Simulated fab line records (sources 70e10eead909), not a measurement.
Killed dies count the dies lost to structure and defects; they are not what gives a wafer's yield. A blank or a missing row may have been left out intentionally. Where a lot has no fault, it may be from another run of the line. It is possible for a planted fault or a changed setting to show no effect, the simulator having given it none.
What tool caused it? / flow nand-harc / 15 lots with 45 wafers sampled at 6 steps, on a route of 1159 steps

== WHAT EACH GAUGE READ, for each wafer ==
NHARC_P_M0_THK_MEAS_24: measures by xrf.
lot=L555; measured=day 5 17:11; on=film-metro-01; thk-nm (nm)=119.8 119.3 120.4
lot=L556; measured=day 6 09:51; on=film-metro-02; thk-nm (nm)=113.8 114.7 116.8
lot=L557; measured=day 6 12:05; on=film-metro-01; thk-nm (nm)=116.4 118.5 116.9
lot=L558; measured=day 6 17:27; on=film-metro-02; thk-nm (nm)=118.0 120.3 118.8
lot=L559; measured=day 7 00:34; on=film-metro-02; thk-nm (nm)=115.2 116.5 116.1
lot=L563; measured=day 8 06:14; on=film-metro-01; thk-nm (nm)=116.7 119.2 116.4
lot=L564; measured=day 8 07:42; on=film-metro-02; thk-nm (nm)=118.4 119.0 117.7
lot=L565; measured=day 8 11:41; on=film-metro-02; thk-nm (nm)=117.4 117.9 117.9
lot=L567; measured=day 9 07:14; on=film-metro-01; thk-nm (nm)=116.4 118.5 115.7
lot=L568; measured=day 9 08:24; on=film-metro-02; thk-nm (nm)=119.0 117.8 120.1
lot=L570; measured=day 10 01:13; on=film-metro-01; thk-nm (nm)=117.7 119.9 117.8
lot=L571; measured=day 10 01:23; on=film-metro-02; thk-nm (nm)=117.1 116.0 117.6
lot=L572; measured=day 10 11:48; on=film-metro-02; thk-nm (nm)=115.7 120.0 116.4
lot=L577; measured=day 11 08:12; on=film-metro-01; thk-nm (nm)=119.8 119.0 120.1
lot=L578; measured=day 11 17:42; on=film-metro-02; thk-nm (nm)=116.1 116.6 116.6

NHARC_P_M1_THK_MEAS_24: measures by xrf.
lot=L555; measured=day 5 21:35; on=film-metro-02; thk-nm (nm)=156.1 157.7 157.3
lot=L556; measured=day 6 14:02; on=film-metro-02; thk-nm (nm)=159.7 158.4 159.6
lot=L557; measured=day 6 17:28; on=film-metro-01; thk-nm (nm)=158.4 157.4 159.5
lot=L558; measured=day 6 21:38; on=film-metro-02; thk-nm (nm)=155.7 158.7 157.3
lot=L559; measured=day 7 04:55; on=film-metro-01; thk-nm (nm)=159.8 156.3 157.1
lot=L563; measured=day 8 10:34; on=film-metro-01; thk-nm (nm)=158.3 156.7 157.8
lot=L564; measured=day 8 11:58; on=film-metro-01; thk-nm (nm)=157.7 157.3 156.3
lot=L565; measured=day 8 16:39; on=film-metro-01; thk-nm (nm)=157.7 157.1 157.9
lot=L567; measured=day 9 11:18; on=film-metro-02; thk-nm (nm)=157.3 136.2 158.4
lot=L568; measured=day 9 12:50; on=film-metro-02; thk-nm (nm)=155.9 158.2 160.8
lot=L570; measured=day 10 05:15; on=film-metro-02; thk-nm (nm)=158.8 132.3 158.3
lot=L571; measured=day 10 05:38; on=film-metro-01; thk-nm (nm)=158.7 157.4 158.3
lot=L572; measured=day 10 15:56; on=film-metro-01; thk-nm (nm)=158.6 127.9 156.4
lot=L577; measured=day 11 12:47; on=film-metro-01; thk-nm (nm)=157.2 159.6 161.5
lot=L578; measured=day 11 22:01; on=film-metro-01; thk-nm (nm)=158.2 159.9 159.4

== WHAT TOOL EACH LOT RAN ON (gives the tool, then ch and the chambers of the sampled wafers, and finally the start) ==
lot=L555; NHARC_P_M1_PRE_CLEAN_30=pvd-sputter-02, day 5 20:38 or earlier; NHARC_P_M1_PVD_21=pvd-sputter-02, day 5 20:38 or earlier; NHARC_P_M1_ECD_22=ecd-cu-02 ch 0,1, day 5 20:38; NHARC_P_M1_CMP_23=cmp-01 ch 0,2,3, day 5 21:19
lot=L556; NHARC_P_M1_PRE_CLEAN_30=pvd-sputter-03, day 6 13:00 or earlier; NHARC_P_M1_PVD_21=pvd-sputter-03, day 6 13:00 or earlier; NHARC_P_M1_ECD_22=ecd-cu-01 ch 0,1, day 6 13:00; NHARC_P_M1_CMP_23=cmp-02 ch 1,2,3, day 6 13:43
lot=L557; NHARC_P_M1_PRE_CLEAN_30=pvd-sputter-02, day 6 16:26 or earlier; NHARC_P_M1_PVD_21=pvd-sputter-02, day 6 16:26 or earlier; NHARC_P_M1_ECD_22=ecd-cu-01 ch 0,1, day 6 16:26; NHARC_P_M1_CMP_23=cmp-03 ch 0,1,2, day 6 17:13
lot=L558; NHARC_P_M1_PRE_CLEAN_30=pvd-sputter-03, day 6 20:37 or earlier; NHARC_P_M1_PVD_21=pvd-sputter-03, day 6 20:37 or earlier; NHARC_P_M1_ECD_22=ecd-cu-02 ch 0,1, day 6 20:37; NHARC_P_M1_CMP_23=cmp-02 ch 1,2,3, day 6 21:22
lot=L559; NHARC_P_M1_PRE_CLEAN_30=pvd-sputter-01, day 7 03:51 or earlier; NHARC_P_M1_PVD_21=pvd-sputter-01, day 7 03:51 or earlier; NHARC_P_M1_ECD_22=ecd-cu-02 ch 0,1, day 7 03:51; NHARC_P_M1_CMP_23=cmp-03 ch 0,2,3, day 7 04:35
lot=L563; NHARC_P_M1_PRE_CLEAN_30=pvd-sputter-01, day 8 09:32 or earlier; NHARC_P_M1_PVD_21=pvd-sputter-01, day 8 09:32 or earlier; NHARC_P_M1_ECD_22=ecd-cu-02 ch 0,1, day 8 09:32; NHARC_P_M1_CMP_23=cmp-03 ch 0,1,3, day 8 10:20
lot=L564; NHARC_P_M1_PRE_CLEAN_30=pvd-sputter-01, day 8 10:54 or earlier; NHARC_P_M1_PVD_21=pvd-sputter-01, day 8 10:54 or earlier; NHARC_P_M1_ECD_22=ecd-cu-01 ch 0,1, day 8 10:54; NHARC_P_M1_CMP_23=cmp-02 ch 0,2,3, day 8 11:39
lot=L565; NHARC_P_M1_PRE_CLEAN_30=pvd-sputter-03, day 8 15:43 or earlier; NHARC_P_M1_PVD_21=pvd-sputter-03, day 8 15:43 or earlier; NHARC_P_M1_ECD_22=ecd-cu-01 ch 0,1, day 8 15:43; NHARC_P_M1_CMP_23=cmp-03 ch 0,2,3, day 8 16:25
lot=L567; NHARC_P_M1_PRE_CLEAN_30=pvd-sputter-03, day 9 10:16 or earlier; NHARC_P_M1_PVD_21=pvd-sputter-03, day 9 10:16 or earlier; NHARC_P_M1_ECD_22=ecd-cu-01 ch 0,1, day 9 10:16; NHARC_P_M1_CMP_23=cmp-01 ch 1,2,3, day 9 10:59
lot=L568; NHARC_P_M1_PRE_CLEAN_30=pvd-sputter-03, day 9 11:51 or earlier; NHARC_P_M1_PVD_21=pvd-sputter-03, day 9 11:51 or earlier; NHARC_P_M1_ECD_22=ecd-cu-02 ch 0,1, day 9 11:51; NHARC_P_M1_CMP_23=cmp-02 ch 0,3, day 9 12:32
lot=L570; NHARC_P_M1_PRE_CLEAN_30=pvd-sputter-01, day 10 04:13 or earlier; NHARC_P_M1_PVD_21=pvd-sputter-01, day 10 04:13 or earlier; NHARC_P_M1_ECD_22=ecd-cu-01 ch 0,1, day 10 04:13; NHARC_P_M1_CMP_23=cmp-03 ch 1,2,3, day 10 04:59
lot=L571; NHARC_P_M1_PRE_CLEAN_30=pvd-sputter-01, day 10 04:36 or earlier; NHARC_P_M1_PVD_21=pvd-sputter-01, day 10 04:36 or earlier; NHARC_P_M1_ECD_22=ecd-cu-02 ch 0,1, day 10 04:36; NHARC_P_M1_CMP_23=cmp-02 ch 1,2, day 10 05:20
lot=L572; NHARC_P_M1_PRE_CLEAN_30=pvd-sputter-02, day 10 15:04 or earlier; NHARC_P_M1_PVD_21=pvd-sputter-02, day 10 15:04 or earlier; NHARC_P_M1_ECD_22=ecd-cu-01 ch 0,1, day 10 15:04; NHARC_P_M1_CMP_23=cmp-02 ch 0,1,3, day 10 15:43
lot=L577; NHARC_P_M1_PRE_CLEAN_30=pvd-sputter-02, day 11 11:44 or earlier; NHARC_P_M1_PVD_21=pvd-sputter-02, day 11 11:44 or earlier; NHARC_P_M1_ECD_22=ecd-cu-02 ch 0,1, day 11 11:44; NHARC_P_M1_CMP_23=cmp-01 ch 0,1, day 11 12:29
lot=L578; NHARC_P_M1_PRE_CLEAN_30=pvd-sputter-03, day 11 20:59 or earlier; NHARC_P_M1_PVD_21=pvd-sputter-03, day 11 20:59 or earlier; NHARC_P_M1_ECD_22=ecd-cu-02 ch 0,1, day 11 20:59; NHARC_P_M1_CMP_23=cmp-01 ch 2,3, day 11 21:42
- NHARC_P_M1_PRE_CLEAN_30: time 30 s.
- NHARC_P_M1_PVD_21: deposits Cu, target thk 30 nm, time 20.49 s.
- NHARC_P_M1_ECD_22: material Cu, target thk 400 nm.
- NHARC_P_M1_CMP_23: polishes, t overpolish 20 s, target thk 157.82 nm.

== WHAT THE TOOLS THEMSELVES READ (means of the sampled wafers that have a number; where no wafer has one, the mark that the record gives instead) ==
NHARC_P_M1_PRE_CLEAN_30.
lot=L555; tool=pvd-sputter-02; heater-power-w (W)=383
lot=L556; tool=pvd-sputter-03; heater-power-w (W)=433
lot=L557; tool=pvd-sputter-02; heater-power-w (W)=358
lot=L558; tool=pvd-sputter-03; heater-power-w (W)=414
lot=L559; tool=pvd-sputter-01; heater-power-w (W)=414
lot=L563; tool=pvd-sputter-01; heater-power-w (W)=409
lot=L564; tool=pvd-sputter-01; heater-power-w (W)=442
lot=L565; tool=pvd-sputter-03; heater-power-w (W)=417
lot=L567; tool=pvd-sputter-03; heater-power-w (W)=423
lot=L568; tool=pvd-sputter-03; heater-power-w (W)=412
lot=L570; tool=pvd-sputter-01; heater-power-w (W)=408
lot=L571; tool=pvd-sputter-01; heater-power-w (W)=422
lot=L572; tool=pvd-sputter-02; heater-power-w (W)=438
lot=L577; tool=pvd-sputter-02; heater-power-w (W)=360
lot=L578; tool=pvd-sputter-03; heater-power-w (W)=459

NHARC_P_M1_PVD_21.
lot=L555; tool=pvd-sputter-02; chamber-pressure-pa (Pa)=4.999; throttle-valve-pct (%)=30.0
lot=L556; tool=pvd-sputter-03; chamber-pressure-pa (Pa)=4.995; throttle-valve-pct (%)=29.0
lot=L557; tool=pvd-sputter-02; chamber-pressure-pa (Pa)=4.990; throttle-valve-pct (%)=29.7
lot=L558; tool=pvd-sputter-03; chamber-pressure-pa (Pa)=5.002; throttle-valve-pct (%)=29.0
lot=L559; tool=pvd-sputter-01; chamber-pressure-pa (Pa)=5.003; throttle-valve-pct (%)=30.5
lot=L563; tool=pvd-sputter-01; chamber-pressure-pa (Pa)=5.002; throttle-valve-pct (%)=30.3
lot=L564; tool=pvd-sputter-01; chamber-pressure-pa (Pa)=5.008; throttle-valve-pct (%)=29.9
lot=L565; tool=pvd-sputter-03; chamber-pressure-pa (Pa)=4.992; throttle-valve-pct (%)=29.8
lot=L567; tool=pvd-sputter-03; chamber-pressure-pa (Pa)=5.001; throttle-valve-pct (%)=29.6
lot=L568; tool=pvd-sputter-03; chamber-pressure-pa (Pa)=4.996; throttle-valve-pct (%)=29.6
lot=L570; tool=pvd-sputter-01; chamber-pressure-pa (Pa)=4.999; throttle-valve-pct (%)=29.9
lot=L571; tool=pvd-sputter-01; chamber-pressure-pa (Pa)=5.007; throttle-valve-pct (%)=29.7
lot=L572; tool=pvd-sputter-02; chamber-pressure-pa (Pa)=5.003; throttle-valve-pct (%)=30.0
lot=L577; tool=pvd-sputter-02; chamber-pressure-pa (Pa)=5.002; throttle-valve-pct (%)=30.3
lot=L578; tool=pvd-sputter-03; chamber-pressure-pa (Pa)=4.979; throttle-valve-pct (%)=29.7

NHARC_P_M1_CMP_23.
lot=L555; tool=cmp-01; motor-current-A (A)=12.2; slurry-filter-dp-kPa (kPa)=13.64; time-to-endpoint-s (s)=27.1
lot=L556; tool=cmp-02; motor-current-A (A)=11.6; slurry-filter-dp-kPa (kPa)=13.56; time-to-endpoint-s (s)=31.3
lot=L557; tool=cmp-03; motor-current-A (A)=12.8; slurry-filter-dp-kPa (kPa)=13.54; time-to-endpoint-s (s)=28.3
lot=L558; tool=cmp-02; motor-current-A (A)=12.2; slurry-filter-dp-kPa (kPa)=13.51; time-to-endpoint-s (s)=29.1
lot=L559; tool=cmp-03; motor-current-A (A)=13.0; slurry-filter-dp-kPa (kPa)=13.54; time-to-endpoint-s (s)=29.1
lot=L563; tool=cmp-03; motor-current-A (A)=12.4; slurry-filter-dp-kPa (kPa)=13.40; time-to-endpoint-s (s)=27.7
lot=L564; tool=cmp-02; motor-current-A (A)=10.4; slurry-filter-dp-kPa (kPa)=13.64; time-to-endpoint-s (s)=28.4
lot=L565; tool=cmp-03; motor-current-A (A)=12.8; slurry-filter-dp-kPa (kPa)=13.51; time-to-endpoint-s (s)=26.2
lot=L567; tool=cmp-01; motor-current-A (A)=11.5; slurry-filter-dp-kPa (kPa)=13.37; time-to-endpoint-s (s)=25.2
lot=L568; tool=cmp-02; motor-current-A (A)=10.3; slurry-filter-dp-kPa (kPa)=13.54; time-to-endpoint-s (s)=31.4
lot=L570; tool=cmp-03; motor-current-A (A)=11.6; slurry-filter-dp-kPa (kPa)=13.60; time-to-endpoint-s (s)=23.7
lot=L571; tool=cmp-02; motor-current-A (A)=13.2; slurry-filter-dp-kPa (kPa)=13.37; time-to-endpoint-s (s)=28.7
lot=L572; tool=cmp-02; motor-current-A (A)=11.4; slurry-filter-dp-kPa (kPa)=13.54; time-to-endpoint-s (s)=21.5
lot=L577; tool=cmp-01; motor-current-A (A)=12.4; slurry-filter-dp-kPa (kPa)=13.40; time-to-endpoint-s (s)=27.7
lot=L578; tool=cmp-01; motor-current-A (A)=11.6; slurry-filter-dp-kPa (kPa)=13.60; time-to-endpoint-s (s)=29.6

== THE ANSWER, worked out from the rows above alone ==
Rule: usual is defined by the lots themselves. The widest of any qualifying gaps counts: lots, ordered by their means at a reading, are off when they make up no more than a third of the lots, leave a main group of 4 or more, and stand apart from it by 3 or more times the standard deviation of that group's means. Not used: any main group whose means are identical at the precision the tables above print for the reading. A lot without any number at a reading at which 4 lots or more have one is off too. All remaining lots with rows at the step are treated as sound. After the gauges, taken in route order, come the tools' own readings; for these a lot's mean is taken, as printed above. At the first step where some lot is off, the reading lying furthest off is the one used; lots without a number count as furthest.
Off: L567, L570, L572, at NHARC_P_M1_THK_MEAS_24 (thk-nm). For the main group the mean is 158.1 nm and the standard deviation 0.81.
A tool fits if, at a process step before that reading, it ran every lot that is off, and no sound lot after the first of them. Those tools and the gauges at NHARC_P_M1_THK_MEAS_24 are tried in the same way. NHARC_P_M1_PRE_CLEAN_30 gives no start for some lots, so the hours and the order of its lots are those of NHARC_P_M1_ECD_22. NHARC_P_M1_PVD_21 gives no start for some lots, so the hours and the order of its lots are those of NHARC_P_M1_ECD_22. One fits: NHARC_P_M1_ECD_22 on ecd-cu-01. Its last sound lot is L565 (day 8 15:43), its first lot that is off L567 (day 9 10:16): a fault that began between those two fits.

== WHAT WAS PUT IN BY THE SIMULATOR ==
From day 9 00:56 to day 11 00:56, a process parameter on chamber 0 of ecd-cu-01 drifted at NHARC_P_M1_ECD_22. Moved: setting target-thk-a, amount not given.
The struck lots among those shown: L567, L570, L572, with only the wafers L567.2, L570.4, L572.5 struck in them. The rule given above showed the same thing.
